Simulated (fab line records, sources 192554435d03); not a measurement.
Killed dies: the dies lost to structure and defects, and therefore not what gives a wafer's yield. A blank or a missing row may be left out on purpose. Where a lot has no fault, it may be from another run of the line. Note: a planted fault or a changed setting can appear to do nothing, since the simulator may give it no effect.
Chamber matching	flow n5 finfet	N5_HKMG_FIN_NWFM_ALD_20 on ald metal-04: 4 sister chambers
The step deposits TiAlC, target thk 2 nm, pulse time 3 s, purge time 2 s. 4 wafers are shown with their chamber, then 8 later ones without.

## WAFERS, EACH WITH ITS CHAMBER
wafer	chamber	heater power w (W)
L075.6	2	494
L076.3	1	554
L087.5	0	539
L088.2	3	452

## WAFERS WITHOUT THEIR CHAMBER
wafer	heater power w (W)
L088.4	544
L088.6	544
L092.3	498
L092.4	444
L092.5	547
L094.1	544
L094.2	437
L094.4	497

## EACH ONE'S CHAMBER
wafer	from the rows above	in truth
L088.4	can't be placed: 0 or 1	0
L088.6	can't be placed: 0 or 1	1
L092.3	2	2
L092.4	3	3
L092.5	can't be placed: 1 or 0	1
L094.1	can't be placed: 0 or 1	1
L094.2	3	3
L094.4	2	2
Placed correctly: 4 of 8. Not placeable from these rows: 4 (in 4, the candidates include the true chamber). Placed wrongly: 0.
How it was worked out, from the rows above alone: a wafer's distance from a chamber is the root of the sum, over the readings, of the square of ((its reading less the chamber's mean) divided by the reading's scatter). If the next closest chamber is less than 2 further off than the closest, the wafer can't be placed; otherwise it belongs to the closest. A chamber's mean is the mean of its shown wafers. The scatter: root of mean squared gap, hidden wafer to nearest shown wafer, with one shown wafer a chamber.
